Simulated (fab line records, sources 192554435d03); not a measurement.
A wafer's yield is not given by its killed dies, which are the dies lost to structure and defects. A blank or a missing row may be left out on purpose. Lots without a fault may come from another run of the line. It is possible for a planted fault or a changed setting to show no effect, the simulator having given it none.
Which tool is to blame?	flow n5_finfet	27 wafers from 9 lots sampled at 5 of the route's 1938 steps

WHAT EACH GAUGE READ, for each wafer
N5_ILD0_THK_MEAS_08. Usual: thk_nm 138.7 nm, standard deviation 1.2.
lot	measured	on	thk_nm (nm)	flag
L106	day 4 09:45	film_metro-02	137.1 137.1 138.6	
L109	day 5 02:56	film_metro-02	137.1 139.9 137.5	
L111	day 5 17:46	film_metro-02	138.6 138.4 138.5	
L112	day 5 23:11	film_metro-01	139.2 139.5 138.6	
L115	day 6 20:51	film_metro-02	138.9 137.5 138.5	
L119	day 7 14:54	film_metro-01	139.6 139.9 137.3	
L122	day 8 11:14	film_metro-02	139.0 138.8 140.6	
L124	day 8 19:04	film_metro-01	140.1 138.0 139.6	
L126	day 9 12:11	film_metro-01	138.5 137.9 139.8	

N5_BEOL_M4_RC_MEAS_101. Usual: DIBL_N 36.4 mV/V, standard deviation 1.6; DIBL_P 36.2 mV/V, standard deviation 1.8; IOFF_N 0.159 nA/um, standard deviation 0.029; IOFF_P 0.21 nA/um, standard deviation 0.034; ION_N 670 uA/um, standard deviation 12; ION_P 459 uA/um, standard deviation 8.2; SS_N 71.5 mV/dec, standard deviation 0.59; SS_P 73.2 mV/dec, standard deviation 0.54; VT_N 250 mV, standard deviation 3.3; VT_P -250 mV, standard deviation 3.7.
lot	measured	on	DIBL_N (mV/V)	DIBL_P (mV/V)	IOFF_N (nA/um)	IOFF_P (nA/um)	ION_N (uA/um)	ION_P (uA/um)	SS_N (mV/dec)	SS_P (mV/dec)	VT_N (mV)	VT_P (mV)	flag
L106	day 9 17:08	prober-02	38.1 39.7 37.4	36.5 38.4 35.3	0.204 0.260 0.191	0.25 0.31 0.24	697 698 683	472 477 469	72.2 72.9 72.1	73.0 73.5 73.2	248 243 247	-247 -241 -247	
L109	day 10 00:43	prober-01	35.7 37.6 37.2	36.0 38.7 38.2	0.152 0.200 0.187	0.24 0.28 0.27	668 680 688	469 470 472	71.6 71.9 72.0	73.0 73.7 74.3	248 246 244	-247 -248 -246	
L111	day 11 16:36	prober-01	35.4 34.2 36.1	35.6 34.4 38.2	0.146 0.130 0.167	0.17 0.15 0.20	671 657 672	458 442 455	71.8 72.3 72.0	72.9 72.1 73.4	250 255 249	-255 -256 -251	
L112	day 10 09:16	prober-01	38.3 38.0 38.2	37.5 36.8 37.1	0.176 0.173 0.184	0.27 0.24 0.26	669 692 678	462 473 468	71.5 71.6 71.8	74.3 73.7 74.1	248 247 247	-245 -248 -243	
L115	day 12 08:26	prober-01	36.2 36.7 35.9	35.0 34.4 33.1	0.141 0.149 0.131	0.21 0.19 0.19	664 656 669	462 459 460	71.5 71.7 70.6	73.0 72.9 72.8	252 253 250	-249 -251 -251	
L119	day 13 00:02	prober-01	32.9 34.7 33.8	34.3 34.9 33.9	0.119 0.137 0.137	0.18 0.19 0.18	657 665 670	457 458 464	70.4 70.4 70.4	72.8 73.4 73.3	251 253 250	-251 -250 -250	
L122	day 13 05:46	prober-02	39.8 34.7 37.9	38.1 34.4 36.6	0.211 0.128 0.181	0.25 0.20 0.24	673 667 677	456 459 458	72.7 70.1 72.7	74.5 72.9 73.4	243 251 246	-251 -249 -248	
L124	day 13 23:15	prober-02	35.5 38.6 36.9	34.9 39.7 37.1	0.113 0.190 0.152	0.14 0.20 0.16	649 673 675	443 453 455	71.2 72.2 71.9	72.3 73.7 72.9	257 250 251	-262 -253 -258	
L126	day 14 23:20	prober-02	37.0 32.8 32.9	37.7 33.8 34.5	0.179 0.114 0.119	0.27 0.20 0.23	671 657 660	468 466 464	72.1 70.8 70.8	73.9 72.3 73.0	248 255 249	-245 -246 -247	

WHICH TOOL RAN EACH LOT (tool, then ch and the chambers of the sampled wafers, then the start)
lot	N5_SD_EPI_P_DESCUM_14	N5_ILD0_LINER_00	N5_ILD0_CMP_03
L106	rie_diel-05 ch 1,2,3, day 3 22:35	ald_sin-04 ch 0,1,2, day 4 06:45	cmp-02 ch 1,2, day 4 09:08
L109	rie_diel-05 ch 0,1, day 4 17:50	ald_sin-02 ch 1,2, day 4 23:57	cmp-03 ch 2,3, day 5 02:19
L111	rie_diel-04 ch 1,2,3, day 5 10:06	ald_sin-04 ch 0,1,2, day 5 14:46	cmp-02 ch 0,1,2, day 5 17:11
L112	rie_diel-05 ch 1,2, day 5 14:40	ald_sin-02 ch 0,2,3, day 5 20:13	cmp-01 ch 2,3, day 5 22:37
L115	rie_diel-04 ch 0,2,3, day 6 12:57	ald_sin-01 ch 2,3, day 6 17:52	cmp-03 ch 0,3, day 6 20:16
L119	rie_diel-04 ch 1,2, day 7 07:05	ald_sin-04 ch 1,2,3, day 7 11:55	cmp-02 ch 0,1,3, day 7 14:17
L122	rie_diel-04 ch 0,2,3, day 8 02:43	ald_sin-04 ch 0,1,2, day 8 08:16	cmp-03 ch 0,1,2, day 8 10:37
L124	rie_diel-05 ch 0,2,3, day 8 11:28	ald_sin-01 ch 1,2, day 8 16:05	cmp-01 ch 0,1,2, day 8 18:34
L126	rie_diel-04 ch 0,2,3, day 9 04:41	ald_sin-02 ch 0,3, day 9 09:13	cmp-03 ch 0,1,3, day 9 11:37
- N5_SD_EPI_P_DESCUM_14: chemistry O2, time 7.9 s.
- N5_ILD0_LINER_00: material SiNx, target thk 4 nm, pulse time 1 s, purge time 2 s.
- N5_ILD0_CMP_03: polishes, stops on SiNx, t overpolish 1.9 s, target thk 197.38 nm.

WHAT THE TOOLS THEMSELVES READ (means of the sampled wafers that have a number; where no wafer has one, the mark that the record gives instead)
N5_SD_EPI_P_DESCUM_14. Usual: value, then standard deviation, for each; bias_power_w 20.00 W / 0.057; drypump_motor_current_A 5.7 A / 0.49; oes_product_au 0.80 a.u. / 0.086; rf_vpp_V 243.1 V / 1.7; showerhead_plenum_p_Torr 2.08 Torr / 0.09; temp_c 40.00 C / 0.12; throttle_valve_pct 20.53 % / 0.19.
lot	tool	bias_power_w (W)	drypump_motor_current_A (A)	oes_product_au (a.u.)	rf_vpp_V (V)	showerhead_plenum_p_Torr (Torr)	temp_c (C)	throttle_valve_pct (%)	flag
L106	rie_diel-05	19.94	5.9	0.84	243.4	2.12	40.00	20.47	
L109	rie_diel-05	20.03	6.0	0.72	241.9	2.05	40.06	20.62	
L111	rie_diel-04	20.01	5.8	0.82	243.8	2.10	39.98	20.56	
L112	rie_diel-05	20.01	5.8	0.80	242.6	2.05	39.95	20.56	
L115	rie_diel-04	20.05	5.7	0.78	243.9	2.08	39.89	20.66	
L119	rie_diel-04	20.00	5.9	0.83	244.2	2.15	39.92	20.48	
L122	rie_diel-04	19.98	5.7	0.88	244.6	2.16	40.00	20.54	
L124	rie_diel-05	20.01	5.6	0.79	242.9	2.07	40.15	20.42	
L126	rie_diel-04	19.99	5.7	0.85	244.0	2.16	40.02	20.54	

N5_ILD0_LINER_00. Usual: heater_power_w 878 W, standard deviation 73; precursor_pulse_height_rel 1.001, standard deviation 0.02.
lot	tool	heater_power_w (W)	precursor_pulse_height_rel	flag
L106	ald_sin-04	888	1.005	
L109	ald_sin-02	861	1.009	
L111	ald_sin-04	893	1.024	
L112	ald_sin-02	941	1.006	
L115	ald_sin-01	872	0.989	
L119	ald_sin-04	818	0.981	
L122	ald_sin-04	888	1.003	
L124	ald_sin-01	817	0.990	
L126	ald_sin-02	970	1.005	

N5_ILD0_CMP_03. Usual: motor_current_A 12.4 A, standard deviation 1.5; overpolish_run_s 1.900 s, standard deviation 0.009; platen_rpm 51.79 rpm, standard deviation 0.037; time_to_endpoint_s 70 s, standard deviation 3.4.
lot	tool	motor_current_A (A)	overpolish_run_s (s)	platen_rpm (rpm)	time_to_endpoint_s (s)	flag
L106	cmp-02	14.3	1.909	51.81	69	
L109	cmp-03	11.4	1.906	51.76	69	
L111	cmp-02	13.3	1.899	51.77	68	
L112	cmp-01	13.4	1.895	51.78	72	
L115	cmp-03	12.7	1.910	51.82	64	
L119	cmp-02	13.3	1.901	51.07	66	OFF
L122	cmp-03	12.1	1.894	51.80	71	
L124	cmp-01	11.8	1.894	51.77	72	
L126	cmp-03	12.7	1.900	51.77	70	

THE ANSWER, worked out from the rows above alone
Rule: a lot counts as off when the mean over its wafers that have a number is more than 3 standard deviations away from the usual mean. Also off: a lot with no number at a reading for which 4 or more lots have one. Any other lot the step has rows for is counted as sound. After the gauges, taken in route order, come the tools' own readings; for these a lot's mean is taken, as printed above. At the first step where some lot is off, the reading lying furthest off is the one used; lots without a number count as furthest.
Off: L119, at N5_ILD0_CMP_03 (platen_rpm).
If a tool, at that step or one of the process steps before it, ran each lot that is off and ran no sound lot following the first of them, it fits. One fits: cmp-02 at N5_ILD0_CMP_03. Its last sound lot is L111 (day 5 17:11), its first lot that is off L119 (day 7 14:17): a fault that began between those two fits.
The tool's own readings at N5_ILD0_CMP_03 bear it out: on the lots that are off they differ by more than 5 times the standard deviation of the sound lots' means. platen_rpm reads 51.07 rpm there against 51.79 rpm on the sound lots.

WHAT WAS PUT IN BY THE SIMULATOR
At N5_ILD0_CMP_03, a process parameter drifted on cmp-02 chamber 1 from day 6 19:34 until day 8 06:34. Setting platen_rpm, moved by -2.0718, from 51.796. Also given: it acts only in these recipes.
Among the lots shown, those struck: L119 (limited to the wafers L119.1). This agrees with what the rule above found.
